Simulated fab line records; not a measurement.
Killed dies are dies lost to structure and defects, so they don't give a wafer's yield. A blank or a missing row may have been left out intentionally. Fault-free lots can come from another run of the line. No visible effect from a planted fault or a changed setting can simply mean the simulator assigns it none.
The same fault as seen by 2 desks | flow nand_harc | each desk holds nothing but its own numbers, with what lay behind them at the end

AT THE TOOL OWNER'S DESK: litho_track-04
The tool's own readings at NHARC_P_M0_DEVELOP_08 (develop time 35 s): means of the sampled wafers that have a number, for each lot that ran on this tool. A lot is out of limits, marked OUT, if its mean lies more than 4 standard deviations from the usual mean; the brackets give that distance.
Columns: A = chill_plate_temp_C at NHARC_P_M0_DEVELOP_08, usual 23.00 C; B = exhaust_pa at NHARC_P_M0_DEVELOP_08, usual 45.1 Pa
lot  | first seen here | A     | B
L562 | day 7 22:00     | 23.11 | 45.2
L564 | day 9 00:00     | 23.12 | 45.8
L567 | day 10 12:00    | 23.11 | 45.3
L568 | day 10 12:00    | 23.12 | 45.7
L569 | day 11 02:00    | 22.95 | 46.0
L580 | day 15 21:00    | 23.02 | 45.1
This desk found nothing out of limits on any of the 6 lots.

FROM THE METROLOGY DESK
What the gauges read, lot by lot, whatever tool the lot ran on: means of the sampled wafers that have a number. A lot is out of limits, marked OUT, if its mean lies more than 4 standard deviations from the usual mean; the brackets give that distance.
Columns: A = overlay_x_nm at NHARC_P_M0_OVL_MEAS_10, usual 0.0 nm; B = overlay_y_nm at NHARC_P_M0_OVL_MEAS_10, usual -0.4 nm
lot  | first seen here | A    | B
L557 | day 6 00:54     | 0.4  | -1.3
L558 | day 6 05:34     | 0.1  | 0.1
L559 | day 7 00:13     | 0.4  | -0.3
L562 | day 7 22:55     | -0.3 | 0.8
L564 | day 9 00:40     | 1.2  | -0.9
L565 | day 9 14:40     | -1.1 | 0.4
L568 | day 10 12:26    | 1.0  | -0.4
L567 | day 10 13:05    | -0.1 | -1.7
L569 | day 11 02:22    | 0.0  | -1.3
L571 | day 12 04:02    | -0.3 | -0.4
L577 | day 14 11:14    | -0.4 | 0.3
L580 | day 15 21:43    | 1.2  | 0.3
This desk found nothing out of limits on any of the 12 lots.

BROUGHT TOGETHER
The tool owner's desk saw nothing out of limits.
Nothing out of limits was seen by the metrology desk.

WHAT WAS PUT IN BY THE SIMULATOR
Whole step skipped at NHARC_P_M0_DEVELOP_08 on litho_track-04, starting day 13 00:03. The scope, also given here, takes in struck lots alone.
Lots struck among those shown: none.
